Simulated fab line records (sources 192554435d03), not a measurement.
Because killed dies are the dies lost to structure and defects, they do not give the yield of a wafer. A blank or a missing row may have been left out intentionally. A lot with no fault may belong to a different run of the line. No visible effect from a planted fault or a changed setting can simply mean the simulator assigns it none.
What tool caused it? -- flow n5_finfet -- Sampling: 10 lots, 29 wafers, 4 of 1938 route steps

== WHAT THE GAUGES READ, wafer by wafer ==
N5_BEOL_M5_CD_MEAS_35: target cd 28 nm, target cd y 24 nm.
lot,measured,on,cd_nm (nm)
L516,day 8 07:28,cd_sem-01,28.0 27.8 27.8
L515,day 8 07:43,cd_sem-02,28.7 27.9 28.3
L518,day 8 16:51,cd_sem-03,28.2 28.6 28.7
L523,day 10 08:56,cd_sem-01,28.1 27.9 28.0
L532,day 12 06:31,cd_sem-03,27.6 27.7 28.2
L530,day 12 09:06,cd_sem-01,27.2 27.7 27.1
L533,day 12 20:07,cd_sem-02,28.0 28.0
L535,day 13 04:45,cd_sem-03,27.6 28.1 27.8
L536,day 13 13:56,cd_sem-01,28.1 28.1 28.3
L537,day 13 14:09,cd_sem-01,27.8 28.0 28.1

== EACH LOT AND THE TOOL THAT RAN IT (in order: tool; ch and the chambers of the sampled wafers; start) ==
lot,N5_BEOL_M5_ETCH_67,N5_BEOL_M5_STRIP_36,N5_BEOL_M5_STRIP_91
L516,"rie_diel-05 ch 1,2, day 8 06:57","rie_diel-05 ch 1,2, day 8 07:07","rie_diel-05 ch 1,2, day 8 07:28 or earlier"
L515,"rie_diel-01 ch 0,1,2, day 8 07:12","rie_diel-01 ch 0,1,2, day 8 07:23","rie_diel-01 ch 0,1,2, day 8 07:43 or earlier"
L518,"rie_diel-06 ch 1,2,3, day 8 16:20","rie_diel-06 ch 1,2,3, day 8 16:31","rie_diel-06 ch 1,2,3, day 8 16:51 or earlier"
L523,"rie_diel-06 ch 1,3, day 10 08:25","rie_diel-06 ch 1,3, day 10 08:35","rie_diel-06 ch 1,3, day 10 08:56 or earlier"
L532,"rie_diel-01 ch 0,1,3, day 12 06:00","rie_diel-01 ch 0,1,3, day 12 06:10","rie_diel-01 ch 0,1,3, day 12 06:31 or earlier"
L530,"rie_diel-05 ch 0,2,3, day 12 08:35","rie_diel-05 ch 0,2,3, day 12 08:45","rie_diel-05 ch 0,2,3, day 12 09:06 or earlier"
L533,"rie_diel-06 ch 0,3, day 12 19:35","rie_diel-06 ch 0,3, day 12 19:46","rie_diel-06 ch 0,3, day 12 20:07 or earlier"
L535,"rie_diel-01 ch 0,2,3, day 13 04:14","rie_diel-01 ch 0,2,3, day 13 04:25","rie_diel-01 ch 0,2,3, day 13 04:45 or earlier"
L536,"rie_diel-06 ch 0,1, day 13 13:25","rie_diel-06 ch 0,1, day 13 13:35","rie_diel-06 ch 0,1, day 13 13:56 or earlier"
L537,"rie_diel-01 ch 0,1, day 13 13:37","rie_diel-01 ch 0,1, day 13 13:48","rie_diel-01 ch 0,1, day 13 14:09 or earlier"
- N5_BEOL_M5_ETCH_67: etches SiARC in CF4, target depth 15.6 nm, time 26 s.
- N5_BEOL_M5_STRIP_36: strips in N2/H2.
- N5_BEOL_M5_STRIP_91: strips in N2/H2, time 10 s.

== AS READ BY THE TOOLS THEMSELVES (means over the sampled wafers that have a number; for cases with no such wafer, the mark the record gives instead) ==
N5_BEOL_M5_ETCH_67.
lot,tool,bias_w (W),drypump_motor_current_A (A),etch_rf_on_time_s (s),oes_product_au (a.u.),rf_vpp_V (V),showerhead_plenum_p_Torr (Torr),throttle_valve_pct (%)
L516,rie_diel-05,35.93,6.2,26.1,0.61,184.8,2.15,15.92
L515,rie_diel-01,35.86,5.6,26.0,0.65,185.0,2.17,15.75
L518,rie_diel-06,35.93,6.1,26.0,0.71,184.2,2.16,15.59
L523,rie_diel-06,36.13,6.1,22.1,0.87,183.5,2.15,15.45
L532,rie_diel-01,35.95,5.4,26.2,0.61,184.3,2.12,15.74
L530,rie_diel-05,36.04,5.9,26.2,0.69,184.2,2.13,15.65
L533,rie_diel-06,36.03,5.9,25.9,0.70,183.4,2.08,15.46
L535,rie_diel-01,36.10,5.6,26.4,0.62,183.6,2.10,15.79
L536,rie_diel-06,35.95,6.2,25.8,0.70,184.9,2.19,15.47
L537,rie_diel-01,35.89,5.4,25.7,0.78,184.7,2.17,15.44

N5_BEOL_M5_STRIP_36.
lot,tool,drypump_motor_current_A (A),oes_product_au (a.u.),rf_vpp_V (V),showerhead_plenum_p_Torr (Torr),throttle_valve_pct (%)
L516,rie_diel-05,6.2,0.73,57.5,2.56,23.89
L515,rie_diel-01,5.6,0.77,59.6,2.57,23.67
L518,rie_diel-06,6.1,0.84,60.1,2.57,23.85
L523,rie_diel-06,6.1,0.90,58.4,2.56,23.69
L532,rie_diel-01,5.4,0.72,58.4,2.51,23.68
L530,rie_diel-05,5.8,0.81,58.7,2.53,23.71
L533,rie_diel-06,5.9,0.81,60.4,2.46,23.50
L535,rie_diel-01,5.6,0.73,58.8,2.49,23.72
L536,rie_diel-06,6.2,0.82,59.0,2.60,23.61
L537,rie_diel-01,5.4,0.92,59.9,2.58,23.45

N5_BEOL_M5_STRIP_91.
lot,tool,drypump_motor_current_A (A),oes_product_au (a.u.),rf_vpp_V (V),showerhead_plenum_p_Torr (Torr),throttle_valve_pct (%)
L516,rie_diel-05,6.2,0.72,60.0,2.56,23.87
L515,rie_diel-01,5.6,0.76,59.5,2.57,23.67
L518,rie_diel-06,6.1,0.84,59.6,2.57,23.84
L523,rie_diel-06,6.1,0.89,58.6,2.56,23.69
L532,rie_diel-01,5.4,0.72,59.4,2.51,23.68
L530,rie_diel-05,5.8,0.82,59.3,2.53,23.69
L533,rie_diel-06,5.9,0.81,58.5,2.46,23.48
L535,rie_diel-01,5.6,0.73,58.8,2.49,23.72
L536,rie_diel-06,6.2,0.81,59.0,2.60,23.61
L537,rie_diel-01,5.4,0.92,58.9,2.58,23.44

== THE ANSWER, worked out from the rows above alone ==
Rule: what is usual is taken from the lots themselves. The widest of any qualifying gaps counts: lots, ordered by their means at a reading, are off when they make up no more than a third of the lots, leave a main group of 4 or more, and stand apart from it by 3 or more times the standard deviation of that group's means. Not used: any main group whose means are identical at the precision the tables above print for the reading. Also off: a lot with no number at a reading for which 4 or more lots have one. All remaining lots with rows at the step are treated as sound. Order of review: gauges by route order, followed by the tools' own readings, for which a lot's mean as printed above is used. At the first step where some lot is off, the reading lying furthest off is the one used; lots without a number count as furthest.
Off: L523, at N5_BEOL_M5_ETCH_67 (etch_rf_on_time_s). Mean 26.0 s and standard deviation 0.21 in the main group.
A tool fits if, at that step or a process step before it, it ran every lot that is off, and no sound lot after the first of them. None of those tried fits.

== WHAT THE SIMULATOR HAD INSERTED ==
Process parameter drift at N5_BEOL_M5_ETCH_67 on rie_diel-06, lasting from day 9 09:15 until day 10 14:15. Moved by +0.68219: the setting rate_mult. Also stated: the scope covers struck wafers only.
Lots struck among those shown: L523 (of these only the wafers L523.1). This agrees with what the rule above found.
